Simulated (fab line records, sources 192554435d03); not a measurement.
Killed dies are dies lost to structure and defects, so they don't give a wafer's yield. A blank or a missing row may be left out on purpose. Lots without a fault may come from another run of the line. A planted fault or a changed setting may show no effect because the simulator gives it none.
Chamber matching | flow n5_finfet | N5_MOL_CONTACT_COAG_ETCH_59 on rie_diel-03: 4 sister chambers
The step etches underlayer in N2/H2, target depth 13 nm, time 10.4 s. 27 wafers are shown with their chamber, then 12 later ones without.

WAFERS WITH THEIR CHAMBER
wafer  | chamber | drypump_motor_current_A (A) | showerhead_plenum_p_Torr (Torr) | throttle_valve_pct (%)
L074.1 | 3       | 6.0                         | 2.45                            | 17.61
L074.3 | 2       | 5.0                         | 2.60                            | 18.17
L074.6 | 3       | 5.9                         | 2.45                            | 17.62
L075.1 | 3       | 5.9                         | 2.45                            | 17.62
L075.3 | 1       | 5.5                         | 2.64                            | 17.87
L075.4 | 0       | 5.2                         | 2.60                            | 17.52
L078.2 | 3       | 6.0                         | 2.45                            | 17.64
L078.4 | 2       | 5.0                         | 2.60                            | 18.17
L078.5 | 2       | 5.0                         | 2.60                            | 18.18
L079.1 | 3       | 5.9                         | 2.45                            | 17.64
L079.3 | 2       | 5.0                         | 2.60                            | 18.17
L079.4 | 0       | 5.2                         | 2.60                            | 17.52
L080.2 | 1       | 5.5                         | 2.64                            | 17.89
L080.4 | 2       | 5.0                         | 2.60                            | 18.20
L080.5 | 0       | 5.2                         | 2.60                            | 17.53
L081.1 | 0       | 5.2                         | 2.59                            | 17.53
L081.4 | 2       | 5.0                         | 2.60                            | 18.18
L081.5 | 2       | 5.0                         | 2.60                            | 18.19
L083.1 | 3       | 6.0                         | 2.44                            | 17.66
L083.5 | 2       | 5.0                         | 2.59                            | 18.20
L083.6 | 1       | 5.5                         | 2.64                            | 17.89
L085.3 | 0       | 5.2                         | 2.59                            | 17.53
L085.5 | 0       | 5.2                         | 2.59                            | 17.54
L085.6 | 1       | 5.5                         | 2.64                            | 17.90
L086.1 | 2       | 5.0                         | 2.59                            | 18.21
L086.3 | 0       | 5.2                         | 2.59                            | 17.55
L086.4 | 3       | 6.0                         | 2.44                            | 17.66

SIGNATURES (means of the wafers above)
reading                  | chamber 0 | chamber 1 | chamber 2 | chamber 3 | scatter within a chamber
drypump_motor_current_A  | 5.200     | 5.500     | 5.000     | 5.957     | 0.0273
showerhead_plenum_p_Torr | 2.5943    | 2.6400    | 2.5978    | 2.4471    | 0.00452
throttle_valve_pct       | 17.5314   | 17.8875   | 18.1856   | 17.6357   | 0.0153
Rule: a wafer's distance from a chamber is the root of the sum, over the readings, of the square of ((its reading less the chamber's mean) divided by the reading's scatter). The wafer belongs to the nearest chamber; if the next one is less than 2 further off, it can't be placed. The scatter: the root of (the sum of the squares of (reading less its chamber's mean) over the shown wafers, divided by (wafers less chambers)).

WAFERS WITHOUT THEIR CHAMBER
wafer  | drypump_motor_current_A (A) | showerhead_plenum_p_Torr (Torr) | throttle_valve_pct (%)
L087.2 | 5.5                         | 2.63                            | 17.90
L087.3 | 5.2                         | 2.59                            | 17.56
L087.5 | 5.0                         | 2.59                            | 18.21
L089.1 | 5.2                         | 2.59                            | 17.56
L089.5 | 5.5                         | 2.63                            | 17.93
L089.6 | 5.0                         | 2.59                            | 18.22
L092.3 | 5.0                         | 2.59                            | 18.24
L092.4 | 6.0                         | 2.44                            | 17.69
L092.6 | 5.2                         | 2.59                            | 17.57
L096.1 | 6.0                         | 2.43                            | 17.70
L096.5 | 5.0                         | 2.58                            | 18.25
L096.6 | 5.5                         | 2.62                            | 17.92

WHICH CHAMBER EACH WENT THROUGH
wafer  | from the rows above | in truth
L087.2 | 1                   | 1
L087.3 | 0                   | 0
L087.5 | 2                   | 2
L089.1 | 0                   | 0
L089.5 | 1                   | 1
L089.6 | 2                   | 2
L092.3 | 2                   | 2
L092.4 | 3                   | 3
L092.6 | 0                   | 0
L096.1 | 3                   | 3
L096.5 | 2                   | 2
L096.6 | 1                   | 1
Placed correctly: 12 of 12. Can't be placed from these rows: 0. Placed wrongly: 0.
